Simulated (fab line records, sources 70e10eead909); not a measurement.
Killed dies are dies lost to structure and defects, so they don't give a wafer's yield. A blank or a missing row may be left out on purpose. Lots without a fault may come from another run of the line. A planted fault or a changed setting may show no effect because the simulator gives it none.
Which tool did it? | flow nand_harc | 24 lots, 72 wafers sampled, at 1 step of a route of 1302

WHAT THE GAUGES READ, wafer by wafer
NHARC_P_M2_CD_MEAS_09: target cd 170 nm.
lot  | measured     | on        | cd_nm (nm)
L074 | day 6 14:02  | cd_sem-01 | 170.7 169.8 170.0
L075 | day 6 17:11  | cd_sem-01 | 172.1 171.4 170.9
L076 | day 7 04:49  | cd_sem-02 | 170.9 170.9 170.2
L077 | day 7 16:17  | cd_sem-03 | 170.9 170.1 170.8
L078 | day 8 04:13  | cd_sem-01 | 169.4 169.5 168.7
L079 | day 8 09:22  | cd_sem-03 | 168.1 168.6 169.3
L080 | day 9 02:49  | cd_sem-01 | 168.4 168.4 169.2
L081 | day 9 12:35  | cd_sem-01 | 170.0 169.9 169.3
L082 | day 9 18:16  | cd_sem-01 | 170.7 170.0 169.5
L083 | day 10 12:01 | cd_sem-01 | 169.4 169.3 169.1
L084 | day 10 16:16 | cd_sem-01 | 169.7 170.5 170.1
L085 | day 10 20:04 | cd_sem-02 | 168.7 168.8 170.0
L086 | day 11 07:20 | cd_sem-01 | 169.5 169.4 169.5
L087 | day 11 18:52 | cd_sem-02 | 169.3 168.3 170.2
L089 | day 12 13:32 | cd_sem-02 | 169.1 169.7 169.4
L088 | day 12 15:57 | cd_sem-03 | 171.1 170.0 171.2
L090 | day 13 09:20 | cd_sem-01 | 169.2 168.4 168.7
L091 | day 13 11:40 | cd_sem-03 | 169.5 171.0 169.4
L092 | day 13 21:44 | cd_sem-01 | 170.1 171.1 171.2
L093 | day 14 07:04 | cd_sem-02 | 169.0 168.7 169.7
L094 | day 14 22:29 | cd_sem-02 | 168.5 169.5 168.4
L095 | day 15 02:19 | cd_sem-02 | 170.4 170.6 170.9
L096 | day 15 15:37 | cd_sem-01 | 168.2 168.1 169.4
L097 | day 16 01:48 | cd_sem-01 | 168.3 169.4 169.8

WHICH TOOL RAN EACH LOT (tool, then ch and the chambers of the sampled wafers, then the start)
The record holds no process step before these readings.

WHAT THE TOOLS THEMSELVES READ (means of the sampled wafers that have a number; where no wafer has one, the mark that the record gives instead)
The record holds no such reading with a usual standard deviation.

THE ANSWER, worked out from the rows above alone
Rule: what is usual is taken from the lots themselves. Put in order of their means at a reading, lots are off if they are a third of the lots or fewer, leave a main group of 4 or more, and stand apart from it by a gap of 3 or more times the standard deviation of the main group's means; of several such gaps the widest counts. A main group whose means are all the same, to the digits that the tables above print for the reading, isn't used. A lot without any number at a reading at which 4 lots or more have one is off too. The other lots that the step has rows for count as sound. The gauges are gone through in route order, then the tools' own readings, and for those a lot's mean is taken as printed above. The first step at which some lot is off is used, and at that step the reading that is off furthest; a lot without a number counts as furthest.
No lot is off at any reading shown: from this, nothing can be told.

WHAT THE SIMULATOR HAD PUT IN
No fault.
